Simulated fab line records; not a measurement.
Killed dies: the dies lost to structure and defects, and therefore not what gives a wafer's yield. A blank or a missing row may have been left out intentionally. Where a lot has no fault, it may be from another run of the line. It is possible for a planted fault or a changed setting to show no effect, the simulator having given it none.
Tool commonality check + flow n5-finfet + 9 lots and 27 wafers in the sample

== REASON IT WAS OPENED ==
N5_MOL_CONTACT_COAG_OVL_MEAS_85, reading VG_OVL: flagged on 2 of 9 lots. Wafers without a fault read -0.4 nm, standard deviation 0.6.
Rule: a lot gets a flag if all its wafers with a number sit over 4 standard deviations from that mean, or if no wafer of it has a number. The rest of the lots are taken to be sound.

| lot  | measured     | on         | VG_OVL (nm), wafer by wafer | flag    |
|------|--------------|------------|-----------------------------|---------|
| L982 | day 5 04:08  | overlay-01 | 1.0 -0.2 -0.1               |         |
| L986 | day 6 04:17  | overlay-02 | 0.3 0.9 -0.1                |         |
| L987 | day 6 08:40  | overlay-02 | -0.7 0.8 0.2                |         |
| L989 | day 6 22:56  | overlay-02 | -1.0 0.0 -0.6               |         |
| L996 | day 8 16:09  | overlay-02 | 12.0 12.4 12.4              | FLAGGED |
| L997 | day 8 22:43  | overlay-02 | 12.1 11.4 11.9              | FLAGGED |
| L998 | day 9 03:56  | overlay-01 | -1.0 -1.3 -0.1              |         |
| L999 | day 9 08:08  | overlay-02 | -0.6 -0.1 0.2               |         |
| L105 | day 11 01:01 | overlay-02 | -0.9 -1.7 -0.6              |         |
On average the flagged lots' numbers are 12.0 nm, which is +12.4 nm against the usual, or +21 standard deviations.

== WHICH TOOL RAN EACH LOT ==
Before the reading, the record contains 3 process steps out of a 1938-step route. Every cell lists first the tool, next ch and the chambers used by the sampled wafers, and last the start.
| lot  | flag    | N5_MOL_CONTACT_COAG_ALD_20          | N5_MOL_CONTACT_COAG_CO_FILL_22   | N5_MOL_CONTACT_COAG_EXPOSE_81     |
|------|---------|-------------------------------------|----------------------------------|-----------------------------------|
| L982 |         | ald-metal-02 ch 1,2, day 4 19:01    | cvd-co-02 ch 0,1,2, day 4 20:44  | euv-scanner-01 ch 0, day 5 03:58  |
| L986 |         | ald-metal-04 ch 0,1,3, day 5 20:34  | cvd-co-01 ch 0,2, day 5 21:22    | euv-scanner-02 ch 0, day 6 04:07  |
| L987 |         | ald-metal-04 ch 0,1,3, day 6 00:21  | cvd-co-02 ch 0,1,2, day 6 01:12  | euv-scanner-01 ch 0, day 6 08:29  |
| L989 |         | ald-metal-01 ch 0,2,3, day 6 12:03  | cvd-co-02 ch 1,2, day 6 12:59    | euv-scanner-02 ch 0, day 6 22:45  |
| L996 | FLAGGED | ald-metal-02 ch 0,3, day 8 07:58    | cvd-co-02 ch 1,2, day 8 09:20    | euv-scanner-01 ch 0, day 8 15:59  |
| L997 | FLAGGED | ald-metal-02 ch 1,2, day 8 14:06    | cvd-co-01 ch 0,1,2, day 8 15:24  | euv-scanner-01 ch 0, day 8 22:33  |
| L998 |         | ald-metal-01 ch 0,1, day 8 18:35    | cvd-co-02 ch 0,1, day 8 19:31    | euv-scanner-02 ch 0, day 9 03:46  |
| L999 |         | ald-metal-02 ch 0,1, day 9 01:08    | cvd-co-01 ch 0,1, day 9 02:16    | euv-scanner-02 ch 0, day 9 07:58  |
| L105 |         | ald-metal-02 ch 1,2,3, day 10 15:32 | cvd-co-01 ch 0,1,2, day 10 18:37 | euv-scanner-02 ch 0, day 11 00:50 |
What the steps here do:
- N5_MOL_CONTACT_COAG_ALD_20: deposits TiN, target thk 1.5 nm, pulse time 1 s, purge time 3 s.
- N5_MOL_CONTACT_COAG_CO_FILL_22: material Co, precursor CCTBA/H2, target thk 20 nm.
- N5_MOL_CONTACT_COAG_EXPOSE_81: exposes mask VG, defocus 0 nm.
- N5_MOL_CONTACT_COAG_OVL_MEAS_85

== FLAGGED AGAINST TOTAL, ONE TOOL AT A TIME (gauges that did the reading follow at the end) ==
| step                            | tool           | lots run | flagged | share of the flagged lots | sound lots run after its first flagged lot |
|---------------------------------|----------------|----------|---------|---------------------------|--------------------------------------------|
| N5_MOL_CONTACT_COAG_ALD_20      | ald-metal-01   | 2        | 0       | none                      | -                                          |
| N5_MOL_CONTACT_COAG_ALD_20      | ald-metal-02   | 5        | 2       | all                       | 2 (L999,L105)                              |
| N5_MOL_CONTACT_COAG_ALD_20      | ald-metal-04   | 2        | 0       | none                      | -                                          |
| N5_MOL_CONTACT_COAG_CO_FILL_22  | cvd-co-01      | 4        | 1       | some                      | 2 (L999,L105)                              |
| N5_MOL_CONTACT_COAG_CO_FILL_22  | cvd-co-02      | 5        | 1       | some                      | 1 (L998)                                   |
| N5_MOL_CONTACT_COAG_EXPOSE_81   | euv-scanner-01 | 4        | 2       | all                       | 0                                          |
| N5_MOL_CONTACT_COAG_EXPOSE_81   | euv-scanner-02 | 5        | 0       | none                      | -                                          |
| N5_MOL_CONTACT_COAG_OVL_MEAS_85 | overlay-01     | 2        | 0       | none                      | -                                          |
| N5_MOL_CONTACT_COAG_OVL_MEAS_85 | overlay-02     | 7        | 2       | all                       | 2 (L999,L105)                              |

== WHAT IS ALLOWED BY THE TABLE ==
Every flagged lot was run by 3 rows of the table: ald-metal-02 at N5_MOL_CONTACT_COAG_ALD_20, euv-scanner-01 at N5_MOL_CONTACT_COAG_EXPOSE_81 and overlay-02 at N5_MOL_CONTACT_COAG_OVL_MEAS_85.
- ald-metal-02 at N5_MOL_CONTACT_COAG_ALD_20 ran 5 lots, 2 of them flagged. Lots that were sound ran on it after the first flagged one (L999, L105); a persistent fault on the entire tool would not allow that.
- euv-scanner-01 at N5_MOL_CONTACT_COAG_EXPOSE_81 ran 4 lots, 2 of them flagged. A fault beginning between L987 (day 6 08:29), its last sound lot, and L996 (day 8 15:59), its first flagged one, fits the data.
- overlay-02 at N5_MOL_CONTACT_COAG_OVL_MEAS_85 ran 7 lots, 2 of them flagged. Lots that were sound ran on it after the first flagged one (L999, L105); a persistent fault on the entire tool would not allow that.
One tool is left: euv-scanner-01 at N5_MOL_CONTACT_COAG_EXPOSE_81.

== WHAT THE SIMULATOR HAD INSERTED ==
Scanner matching overlay: euv-scanner-01, from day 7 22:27 on, at N5_MOL_CONTACT_COAG_EXPOSE_81. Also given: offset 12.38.
Lots struck among those shown: L996, L997. The rule above found the same.
